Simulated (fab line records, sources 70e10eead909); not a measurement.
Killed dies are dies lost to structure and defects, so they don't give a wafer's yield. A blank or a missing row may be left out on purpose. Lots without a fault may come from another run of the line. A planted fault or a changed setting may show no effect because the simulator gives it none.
Which tool did it? | flow nand_harc | 12 lots, 36 wafers sampled, at 5 steps of a route of 1302

WHAT THE GAUGES READ, wafer by wafer
NHARC_END_SORT_01.
lot  | measured     | on        | defect_limited_yield (%) | killed_at_array | killed_at_other | killed_at_periphery | killed_dies | killed_open | killed_short | sort_bin_2_pct (%) | sort_bin_3_pct (%) | sort_bin_4_pct (%) | sort_n_pass | sort_rim_yield_pct (%) | sort_yield_pct (%)
L758 | day 24 23:26 | prober-01 | 86.4 90.1 91.0           | 80 58 55        | 2 1 1           | 10 8 5              | 92 67 61    | 5 1 1       | 1 4 5        | 5.2 5.0 3.7        | 0.7 0.7 0.4        | 7.7 4.1 4.9        | 585 610 616 | 94 87 84               | 86.4 90.1 91.0
L761 | day 25 23:28 | prober-02 | 89.8 89.4 88.3           | 67 68 73        | 0 0 0           | 2 4 6               | 69 72 79    | 3 1 5       | 0 0 0        | 4.3 4.1 3.2        | 0.4 0.4 1.2        | 5.5 6.1 7.2        | 608 605 598 | 92 92 94               | 89.8 89.4 88.3
L765 | day 28 16:52 | prober-02 | 92.6 91.0 90.8           | 45 60 61        | 0 0 0           | 5 1 1               | 50 61 62    | 4 1 2       | 3 2 2        | 2.5 3.8 3.4        | 0.7 0.4 0.6        | 4.1 4.7 5.2        | 627 616 615 | 89 98 93               | 92.6 91.0 90.8
L773 | day 31 20:35 | prober-01 | 90.4 90.3 95.3           | 63 63 29        | 0 1 0           | 2 2 3               | 65 66 32    | 4 6 2       | 6 4 3        | 3.4 3.8 2.4        | 0.9 0.7 0.4        | 5.3 5.2 1.9        | 612 611 645 | 93 97 92               | 90.4 90.3 95.3

WHICH TOOL RAN EACH LOT (tool, then ch and the chambers of the sampled wafers, then the start)
lot  | NHARC_A_M1_PRE_CLEAN_32         | NHARC_A_BONDPAD_DESCUM_11          | NHARC_A_BONDPAD_PRE_CLEAN_26            | NHARC_A_BONDPAD_PVD_17
L756 | pecvd-04 ch 1,2, day 23 07:17   | rie_diel-12 ch 0,1,3, day 23 09:21 | pvd_sputter-02, day 23 10:35 or earlier | pvd_sputter-02, day 23 10:35
L758 | pecvd-03 ch 1,2, day 23 14:58   | rie_diel-06 ch 0,1,2, day 23 17:05 | pvd_sputter-03, day 23 18:08 or earlier | pvd_sputter-03, day 23 18:08
L761 | pecvd-03 ch 1,2, day 24 12:35   | rie_diel-12 ch 1,2, day 24 14:37   | pvd_sputter-02, day 24 15:41 or earlier | pvd_sputter-02, day 24 15:41
L763 | pecvd-03 ch 0,1,2, day 25 08:44 | rie_diel-12 ch 0,2,3, day 25 10:49 | pvd_sputter-03, day 25 11:56 or earlier | pvd_sputter-03, day 25 11:56
L765 | pecvd-01 ch 1,2, day 27 08:04   | rie_diel-12 ch 0,1,3, day 27 10:07 | pvd_sputter-01, day 27 11:17 or earlier | pvd_sputter-01, day 27 11:17
L767 | pecvd-03 ch 0,2, day 27 18:17   | rie_diel-12 ch 1,2,3, day 27 20:20 | pvd_sputter-01, day 27 21:23 or earlier | pvd_sputter-01, day 27 21:23
L768 | pecvd-04 ch 0,1,2, day 28 10:31 | rie_diel-06 ch 1,3, day 28 12:35   | pvd_sputter-01, day 28 13:41 or earlier | pvd_sputter-01, day 28 13:41
L771 | pecvd-03 ch 0,2, day 29 00:48   | rie_diel-06 ch 1,2,3, day 29 02:53 | pvd_sputter-03, day 29 03:59 or earlier | pvd_sputter-03, day 29 03:59
L772 | pecvd-01 ch 0,2, day 30 06:47   | rie_diel-06 ch 0,1,2, day 30 08:52 | pvd_sputter-01, day 30 09:55 or earlier | pvd_sputter-01, day 30 09:55
L773 | pecvd-04 ch 0,2, day 30 11:34   | rie_diel-06 ch 0,1, day 30 13:37   | pvd_sputter-01, day 30 14:43 or earlier | pvd_sputter-01, day 30 14:43
L769 | pecvd-03 ch 0,1,2, day 30 15:15 | rie_diel-06 ch 0,2,3, day 30 17:11 | pvd_sputter-01, day 30 18:15 or earlier | pvd_sputter-01, day 30 18:15
L779 | pecvd-04 ch 1,2, day 32 12:56   | rie_diel-06 ch 0,1,3, day 32 15:01 | pvd_sputter-03, day 32 16:07 or earlier | pvd_sputter-03, day 32 16:07
- NHARC_A_M1_PRE_CLEAN_32: time 12 s.
- NHARC_A_BONDPAD_DESCUM_11: chemistry O2, time 3 s.
- NHARC_A_BONDPAD_PRE_CLEAN_26: time 30 s.
- NHARC_A_BONDPAD_PVD_17: deposits TaN, target thk 5 nm, time 8.06 s.

WHAT THE TOOLS THEMSELVES READ (means of the sampled wafers that have a number; where no wafer has one, the mark that the record gives instead)
NHARC_A_M1_PRE_CLEAN_32.
lot  | tool     | heater_power_w (W)
L756 | pecvd-04 | 548
L758 | pecvd-03 | 564
L761 | pecvd-03 | 598
L763 | pecvd-03 | 633
L765 | pecvd-01 | 605
L767 | pecvd-03 | 704
L768 | pecvd-04 | 584
L771 | pecvd-03 | 647
L772 | pecvd-01 | 675
L773 | pecvd-04 | 586
L769 | pecvd-03 | 664
L779 | pecvd-04 | 541

NHARC_A_BONDPAD_DESCUM_11.
lot  | tool        | chamber_pressure_mTorr (mTorr) | drypump_motor_current_A (A) | oes_product_au (a.u.) | rf_vpp_V (V) | showerhead_plenum_p_Torr (Torr) | throttle_valve_pct (%)
L756 | rie_diel-12 | 59.97                          | 5.94                        | 1.001                 | 57.9         | 1.88                            | 11.305
L758 | rie_diel-06 | 59.99                          | 5.52                        | 0.992                 | 57.4         | 1.87                            | 11.307
L761 | rie_diel-12 | 59.99                          | 5.89                        | 1.005                 | 58.4         | 1.91                            | 11.313
L763 | rie_diel-12 | 60.04                          | 5.59                        | 0.991                 | 57.4         | 1.87                            | 11.314
L765 | rie_diel-12 | 59.96                          | 5.93                        | 0.996                 | 58.3         | 1.87                            | 11.301
L767 | rie_diel-12 | 59.98                          | 5.76                        | 1.002                 | 58.7         | 1.86                            | 11.312
L768 | rie_diel-06 | 60.01                          | 5.76                        | 0.993                 | 57.1         | 1.83                            | 11.309
L771 | rie_diel-06 | 59.97                          | 5.61                        | 0.995                 | 57.9         | 1.90                            | 11.308
L772 | rie_diel-06 | 60.07                          | 5.55                        | 0.997                 | 57.1         | 1.87                            | 11.309
L773 | rie_diel-06 | 60.05                          | 5.52                        | 1.002                 | 57.7         | 1.82                            | 11.313
L769 | rie_diel-06 | 60.04                          | 5.46                        | 0.994                 | 57.5         | 1.91                            | 11.311
L779 | rie_diel-06 | 59.98                          | 5.60                        | 0.995                 | 57.4         | 1.85                            | 11.315

NHARC_A_BONDPAD_PRE_CLEAN_26.
lot  | tool           | heater_power_w (W)
L756 | pvd_sputter-02 | 417
L758 | pvd_sputter-03 | 388
L761 | pvd_sputter-02 | 404
L763 | pvd_sputter-03 | 384
L765 | pvd_sputter-01 | 428
L767 | pvd_sputter-01 | 445
L768 | pvd_sputter-01 | 443
L771 | pvd_sputter-03 | 392
L772 | pvd_sputter-01 | 470
L773 | pvd_sputter-01 | 463
L769 | pvd_sputter-01 | 452
L779 | pvd_sputter-03 | 378

NHARC_A_BONDPAD_PVD_17.
lot  | tool           | bias_v (V) | throttle_valve_pct (%)
L756 | pvd_sputter-02 | 167.8      | 29.6
L758 | pvd_sputter-03 | 169.0      | 29.9
L761 | pvd_sputter-02 | 169.2      | 29.7
L763 | pvd_sputter-03 | 168.9      | 29.9
L765 | pvd_sputter-01 | 168.8      | 30.3
L767 | pvd_sputter-01 | 166.7      | 30.6
L768 | pvd_sputter-01 | 169.3      | 29.8
L771 | pvd_sputter-03 | 169.0      | 30.0
L772 | pvd_sputter-01 | 168.5      | 30.5
L773 | pvd_sputter-01 | 168.1      | 30.1
L769 | pvd_sputter-01 | 168.1      | 30.4
L779 | pvd_sputter-03 | 168.9      | 30.2

THE ANSWER, worked out from the rows above alone
Rule: what is usual is taken from the lots themselves. Put in order of their means at a reading, lots are off if they are a third of the lots or fewer, leave a main group of 4 or more, and stand apart from it by a gap of 3 or more times the standard deviation of the main group's means; of several such gaps the widest counts. A main group whose means are all the same, to the digits that the tables above print for the reading, isn't used. A lot without any number at a reading at which 4 lots or more have one is off too. The other lots that the step has rows for count as sound. The gauges are gone through in route order, then the tools' own readings, and for those a lot's mean is taken as printed above. The first step at which some lot is off is used, and at that step the reading that is off furthest; a lot without a number counts as furthest.
No lot is off at any reading shown: from this, nothing can be told.

WHAT THE SIMULATOR HAD PUT IN
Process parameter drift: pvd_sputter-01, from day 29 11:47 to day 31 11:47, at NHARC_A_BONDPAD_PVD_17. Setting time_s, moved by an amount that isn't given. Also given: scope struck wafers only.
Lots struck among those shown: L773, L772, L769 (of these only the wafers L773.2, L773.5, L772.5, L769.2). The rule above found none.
